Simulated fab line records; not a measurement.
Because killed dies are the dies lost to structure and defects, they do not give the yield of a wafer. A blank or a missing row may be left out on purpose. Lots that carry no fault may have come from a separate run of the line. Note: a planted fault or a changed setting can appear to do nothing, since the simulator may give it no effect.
Matching of chambers | flow nand_harc | NHARC_A_STAIRCASE_ETCHBACK_422 on rie_diel-11: 4 sister chambers
The step etches the open film in CH3F/O2, target depth 40 nm, time 74.286 s. 4 wafers are shown with their chamber, then 7 later ones without.

WAFERS WITH THEIR CHAMBER
wafer  | chamber | showerhead_plenum_p_Torr (Torr)
L086.5 | 2       | 2.56
L084.4 | 3       | 2.61
L090.1 | 0       | 2.66
L090.2 | 1       | 2.32

WAFERS WITH NO CHAMBER GIVEN
wafer  | showerhead_plenum_p_Torr (Torr)
L090.3 | 2.56
L091.4 | 2.60
L091.5 | 2.60
L091.6 | 2.56
L092.1 | 2.32
L092.2 | 2.56
L092.6 | 2.32

EACH ONE'S CHAMBER
wafer  | from the rows above | in truth
L090.3 | 2                   | 2
L091.4 | 3                   | 3
L091.5 | 3                   | 3
L091.6 | 2                   | 2
L092.1 | 1                   | 1
L092.2 | 2                   | 2
L092.6 | 1                   | 1
Correct placement for 7 of the 7. Not placeable from these rows: 0. 0 placed wrongly.
How it was worked out, from the rows above alone: a wafer's distance from a chamber is the root of the sum, over the readings, of the square of ((its reading less the chamber's mean) divided by the reading's scatter). The wafer belongs to the nearest chamber; if the next one is less than 2 further off, it can't be placed. A chamber's mean is the mean of its shown wafers. The scatter: root of mean squared gap, hidden wafer to nearest shown wafer, with one shown wafer a chamber.
